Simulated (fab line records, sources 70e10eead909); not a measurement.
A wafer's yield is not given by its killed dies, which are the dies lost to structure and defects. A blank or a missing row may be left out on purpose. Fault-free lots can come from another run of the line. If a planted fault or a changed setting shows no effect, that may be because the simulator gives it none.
A lot that was struck, set against a sound lot || flow nand harc || 16 out of 1159 route steps
Sound: the wafers L564.1, L564.3, L564.5. Struck: wafer L567.1. (L567.6 of the same lot was not struck and is left out.) The cause comes at the end.
Each step with rows lists, per side, the tool, then ch with its chambers, then its first start. Under that, the readings that differ: sound wafers || struck wafers || difference of the means || sigmas: that difference in standard deviations of wafers without a fault.
alike: a reading whose means differ by less than 2 such deviations, as well as words and numbers matching on both sides. not compared: withheld readings; readings where some wafer has no value; bounds like >300 that might hide an equal value; numbers whose values overlap and for which the record gives no deviation.
The two part at a step that has a row with sigmas, a row that says differs or no value, or rows on one side only. Numbers that have no deviation but don't overlap get no sigmas and don't part them. A reading missing from all wafers of one side parts the sides only when that side holds two or more wafers.

NHARC_P_START_INSPECT_01:
  struck on defect inspect-02, day 2 06:02; sound on defect inspect-02, day 1 12:02
  alike: raw defect count
then, 10 steps without rows for these wafers: NHARC_P_ZERO_WELL_PRECLEAN_00 (cleans in SPM, time 600 s); NHARC_P_ZERO_WELL_SRD_01; NHARC_P_ZERO_WELL_PECVD_02 (deposits SiO2, target thk 10 nm); NHARC_P_ZERO_WELL_DEHYDRATE_03 (time 120 s); NHARC_P_ZERO_WELL_HMDS_04 (time 30 s); NHARC_P_ZERO_WELL_COAT_64 (time 65 s); NHARC_P_ZERO_WELL_COAT_05 (resist thk 600 nm); NHARC_P_ZERO_WELL_SOFTBAKE_06 (time 70 s); NHARC_P_ZERO_WELL_EBR_07; NHARC_P_ZERO_WELL_EXPOSE_08 (exposes mask P ZERO, target cd 500 nm).
NHARC_P_ZERO_WELL_PEB_09: peb time 80 s.
  sound on litho track-07 ch 0, day 1 13:13; struck on litho track-02 ch 0, day 2 07:09
{"reading": "heater power total W (W)", "sound": "190.8 189.3 190.6", "struck": 231.5, "difference": "+41.3", "sigmas": "+52"}
  alike: chill plate temp C, exhaust pa
then, 1 step without rows for these wafers: NHARC_P_ZERO_WELL_DEVELOP_10 (time 50 s).
NHARC_P_ZERO_WELL_CD_MEAS_11: the cd target is 500 nm.
  sound on cd sem-03 ch 0, day 1 13:17; struck on cd sem-02 ch 0, day 2 07:14
{"reading": "cd nm (nm)", "sound": "498.8 500.5 497.8", "struck": 482.1, "difference": -16.9, "sigmas": -7}
then, 2 steps without rows for these wafers: NHARC_P_ZERO_WELL_HARDBAKE_12 (time 65 s); NHARC_END_SORT_01.

WHERE THEY PART
Earliest at NHARC_P_ZERO_WELL_PEB_09; latest, in this record, at NHARC_P_ZERO_WELL_CD_MEAS_11.

WHY: the cause the simulator had injected
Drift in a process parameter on litho track-02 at NHARC_P_ZERO_WELL_PEB_09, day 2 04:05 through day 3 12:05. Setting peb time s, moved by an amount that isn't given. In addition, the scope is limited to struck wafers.
